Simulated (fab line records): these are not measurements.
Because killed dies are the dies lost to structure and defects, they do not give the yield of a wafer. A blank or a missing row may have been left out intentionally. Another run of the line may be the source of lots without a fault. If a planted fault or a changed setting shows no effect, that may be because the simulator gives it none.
Which tool did it? -- flow nandHarc -- 13 lots, 39 wafers sampled, at 5 steps of a route of 1302

== WHAT THE GAUGES READ, wafer by wafer ==
NHARC_A_START_INSPECT_01.
lot,measured,on,rawDefectCount
L765,day 7 07:46,defectInspect-01,5 4 8
L767,day 7 23:23,defectInspect-02,5 4 6
L766,day 8 01:42,defectInspect-02,4 2 5
L774,day 10 23:44,defectInspect-01,4 5 3
L779,day 12 21:35,defectInspect-02,1 5 7
L778,day 12 22:33,defectInspect-02,2 3 6
L780,day 13 11:37,defectInspect-02,2 3 5
L781,day 13 21:13,defectInspect-02,3 4 4
L782,day 14 03:22,defectInspect-02,8 2 4
L784,day 14 18:53,defectInspect-02,4 2 5
L785,day 15 07:27,defectInspect-02,5 4 3
L786,day 15 20:26,defectInspect-02,5 8 7
L787,day 16 09:54,defectInspect-02,2 5 2

NHARC_A_SOURCE_PLATE_THK_MEAS_06: measures by ellipsometry.
lot,measured,on,thkNm (nm)
L765,day 8 08:13,filmMetro-02,196.1 198.2 198.1
L767,day 9 01:35,filmMetro-01,201.0 197.5 199.2
L766,day 9 01:35,filmMetro-02,201.3 200.4 200.8
L774,day 11 23:08,filmMetro-02,197.8 200.1 199.0
L779,day 13 19:33,filmMetro-02,197.2 198.1 198.2
L778,day 13 19:34,filmMetro-01,196.6 197.1 197.9
L780,day 14 12:08,filmMetro-02,200.0 201.8 200.1
L781,day 14 18:54,filmMetro-02,199.0 198.3 200.8
L782,day 15 03:43,filmMetro-02,201.3 200.4 201.4
L784,day 15 19:31,filmMetro-02,197.7 197.5 194.7
L785,day 16 06:09,filmMetro-02,198.5 198.3 198.8
L786,day 17 04:03,filmMetro-02,203.2 202.6 202.7
L787,day 17 17:49,filmMetro-02,199.4 199.2 198.1

NHARC_A_ONON_D1_THK_MEAS_05: measures by ellipsometry.
lot,measured,on,thkNm (nm)
L765,day 8 09:26,filmMetro-01,1009 1009 1009
L767,day 9 02:48,filmMetro-02,1014 1012 1013
L766,day 9 02:47,filmMetro-02,1011 1009 1010
L774,day 12 00:21,filmMetro-01,1053 1013 1014
L779,day 13 20:46,filmMetro-01,996 997 994
L778,day 13 20:46,filmMetro-01,994 994 995
L780,day 14 13:24,filmMetro-01,998 998 997
L781,day 14 20:07,filmMetro-02,1004 1006 1004
L782,day 15 04:58,filmMetro-02,997 997 996
L784,day 15 20:45,filmMetro-01,1001 1000 1001
L785,day 16 07:21,filmMetro-01,995 997 996
L786,day 17 05:22,filmMetro-02,996 996 995
L787,day 17 19:02,filmMetro-02,996 998 997

NHARC_A_ONON_D1_THK_MEAS_27: measures by ellipsometry.
lot,measured,on,thkNm (nm)
L765,day 8 22:31,filmMetro-01,1013 1013 1013
L767,day 9 14:19,filmMetro-01,996 996 998
L766,day 9 14:20,filmMetro-02,1006 1004 1005
L774,day 12 11:49,filmMetro-01,994 995 994
L779,day 14 09:31,filmMetro-02,1007 1007 1008
L778,day 14 09:18,filmMetro-02,1010 1009 1009
L780,day 15 01:14,filmMetro-02,1000 999 1000
L781,day 15 09:08,filmMetro-02,1003 1003 1004
L782,day 15 19:40,filmMetro-01,993 993 992
L784,day 16 08:16,filmMetro-01,1006 1005 1006
L785,day 17 06:17,filmMetro-02,1012 1013 1014
L786,day 17 20:54,filmMetro-02,1004 1003 1004
L787,day 18 06:15,filmMetro-02,1009 1013 1010

== TOOL THAT RAN EACH LOT (tool first, then ch and the chambers of the sampled wafers, then the start) ==
lot,NHARC_A_ONON_D1_DEP_03
L765,"pecvdOnon-04 ch 0, day 8 08:56"
L767,"pecvdOnon-04 ch 0, day 9 02:17"
L766,"pecvdOnon-01 ch 0, day 9 02:17"
L774,"pecvdOnon-01 ch 0, day 11 23:57"
L779,"pecvdOnon-02 ch 0, day 13 20:15"
L778,"pecvdOnon-04 ch 0, day 13 20:16"
L780,"pecvdOnon-02 ch 0, day 14 12:57"
L781,"pecvdOnon-04 ch 0, day 14 19:36"
L782,"pecvdOnon-02 ch 0, day 15 04:34"
L784,"pecvdOnon-01 ch 0, day 15 20:17"
L785,"pecvdOnon-01 ch 0, day 16 06:51"
L786,"pecvdOnon-04 ch 0, day 17 04:51"
L787,"pecvdOnon-04 ch 0, day 17 18:34"
- NHARC_A_ONON_D1_DEP_03: target thk 1000 nm.

== WHAT THE TOOLS THEMSELVES READ (means of the sampled wafers that have a number; where no wafer has one, the mark that the record gives instead) ==
NHARC_A_ONON_D1_DEP_03.
lot,tool,nh3FlowSccm (sccm)
L765,pecvdOnon-04,499.4
L767,pecvdOnon-04,499.3
L766,pecvdOnon-01,503.4
L774,pecvdOnon-01,502.0
L779,pecvdOnon-02,498.9
L778,pecvdOnon-04,501.9
L780,pecvdOnon-02,500.3
L781,pecvdOnon-04,501.0
L782,pecvdOnon-02,502.0
L784,pecvdOnon-01,500.3
L785,pecvdOnon-01,500.1
L786,pecvdOnon-04,499.4
L787,pecvdOnon-04,498.5

== THE ANSWER, worked out from the rows above alone ==
Rule: the usual values come from the lots themselves. Put in order of their means at a reading, lots are off if they are a third of the lots or fewer, leave a main group of 4 or more, and stand apart from it by a gap of 3 or more times the standard deviation of the main group's means; of several such gaps the widest counts. The tables above print the reading to a certain number of digits; a main group whose means all agree to those digits is not used. A lot without any number at a reading at which 4 lots or more have one is off too. The other lots that the step has rows for count as sound. First the gauges in route order, then the tools' own readings, where a lot's mean is used as printed above. At the first step where some lot is off, the reading lying furthest off is the one used; lots without a number count as furthest.
No lot is off at any reading shown: from this, nothing can be told.

== WHAT THE SIMULATOR HAD INSERTED ==
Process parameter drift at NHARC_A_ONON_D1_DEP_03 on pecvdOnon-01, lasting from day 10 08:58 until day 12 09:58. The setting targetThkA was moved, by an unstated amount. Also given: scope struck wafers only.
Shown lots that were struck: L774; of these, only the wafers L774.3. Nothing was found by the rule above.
